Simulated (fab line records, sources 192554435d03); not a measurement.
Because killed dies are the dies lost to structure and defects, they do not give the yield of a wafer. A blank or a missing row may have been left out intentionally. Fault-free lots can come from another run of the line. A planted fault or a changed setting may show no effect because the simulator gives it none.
A struck lot beside a sound one || flow n5Finfet || 16 out of 1938 route steps
Sound: these wafers, L437.1, L437.3, L437.5. Struck: wafer L449.2 (left out: L449.3, L449.5 of the same lot, which were not struck); the cause appears at the end.
For every step that has rows: the tool of each side, followed by ch and its chambers, followed by its first start. Under that, the readings that differ: sound wafers || struck wafers || difference of the means || sigmas: that difference in standard deviations of wafers without a fault.
alike: a reading whose means differ by less than 2 such deviations, as well as words and numbers matching on both sides. not compared: withheld readings; readings where some wafer has no value; bounds like >300 that might hide an equal value; numbers whose values overlap and for which the record gives no deviation.
The two part at a step that has a row with sigmas, a row that says differs or no value, or rows on one side only. When numbers do not overlap yet have no deviation, they are printed without sigmas and do not part them. Lack of a reading on every wafer of one side parts them only where that side has two or more wafers.

first, 8 steps without rows for these wafers: N5_BEOL_M1_COAT_62 (time 60 s, resist thk 12 nm); N5_BEOL_M1_COAT_73 (time 60 s, resist thk 5 nm); N5_BEOL_M1_COAT_05 (resist thk 30 nm); N5_BEOL_M1_EBR_07; N5_BEOL_M1_SOFTBAKE_06 (time 60 s); N5_BEOL_M1_EXPOSE_08 (exposes mask M1); N5_BEOL_M1_PEB_09 (peb time 60 s); N5_BEOL_M1_DEVELOP_10 (develop time 30 s).
N5_BEOL_M1_CD_MEAS_11: the cd target is 17.05 nm.
  sound on cdSem-01 ch 0, day 6 21:35; struck on cdSem-01 ch 0, day 9 19:37
  alike: cdNm
N5_BEOL_M1_OVL_MEAS_12:
  sound on overlay-02 ch 0, day 6 21:37; struck on overlay-02 ch 0, day 9 19:39
{"reading": "M1_OVL (nm)", "sound": "-0.1 1.2 -0.5", "struck": 2.1, "difference": "+1.9", "sigmas": "+2"}
N5_BEOL_M1_INSPECT_13: inspects for defects (brightfield).
  struck on defectInspect-01, day 9 19:42; sound on defectInspect-02, day 6 21:40
  alike: rawDefectCount
N5_BEOL_M1_DESCUM_16: chemistry O2, time 7 s.
  sound on rieDiel-03 ch 1,3, day 6 21:47; struck on rieDiel-02 ch 3, day 9 19:44
{"reading": "oesProductAu (a.u.)", "sound": "0.75 0.68 0.75", "struck": 0.92, "difference": "+0.19", "sigmas": "+2"}
  alike: drypumpMotorCurrentA, rfVppV, showerheadPlenumPTorr, throttleValvePct
  not compared: rfHoursCounterH
N5_BEOL_M1_ETCH_74: etches underlayer in N2/H2, target depth 6.5 nm, time 5.2 s.
  sound on rieDiel-03 ch 1,3, day 6 21:50; struck on rieDiel-02 ch 3, day 9 19:46
{"reading": "biasW (W)", "sound": "150.1 149.8 150.9", "struck": 132.3, "difference": -18.0, "sigmas": -36}
{"reading": "rfVppV (V)", "sound": "527.2 522.9 524.7", "struck": 484.8, "difference": -40.1, "sigmas": -14}
  alike: drypumpMotorCurrentA, etchRfOnTimeS, oesProductAu, showerheadPlenumPTorr, throttleValvePct
  not compared: rfHoursCounterH
N5_BEOL_M1_ETCH_63: etches SiARC in CF4, target depth 15.6 nm, time 26 s.
  sound on rieDiel-03 ch 1,3, day 6 21:51; struck on rieDiel-02 ch 3, day 9 19:47
{"reading": "etchRfOnTimeS (s)", "sound": "26.2 26.4 26.1", "struck": 25.0, "difference": -1.2, "sigmas": -3}
{"reading": "oesProductAu (a.u.)", "sound": "0.64 0.59 0.64", "struck": 0.80, "difference": "+0.18", "sigmas": "+2"}
  alike: biasW, drypumpMotorCurrentA, rfVppV, showerheadPlenumPTorr, throttleValvePct
  not compared: rfHoursCounterH
N5_BEOL_M4_RC_MEAS_101:
  sound on prober-01 ch 0, day 8 11:54; struck on prober-02 ch 0, day 11 15:24
{"reading": "VT_N (mV)", "sound": "251.4 251.6 250.0", "struck": 242.1, "difference": -8.9, "sigmas": -4}
  alike: DIBL_N, DIBL_P, IOFF_N, IOFF_P, ION_N, ION_P, SS_N, SS_P, VT_P
-- here the record skips 4 days between the struck wafers' starts before and after, leaving off in module BEOL_M4 and picking up in module PASSIVATION (first step shown: number 1936 of the route) --
N5_PASSIVATION_PROBE_49:
  rows exist in the record for the struck wafers here (prober-02, day 15 22:50), but not for the sound ones

WHERE THEY PART
First at N5_BEOL_M1_OVL_MEAS_12; last, within this record, at N5_PASSIVATION_PROBE_49.

WHY: whatever the simulator had introduced
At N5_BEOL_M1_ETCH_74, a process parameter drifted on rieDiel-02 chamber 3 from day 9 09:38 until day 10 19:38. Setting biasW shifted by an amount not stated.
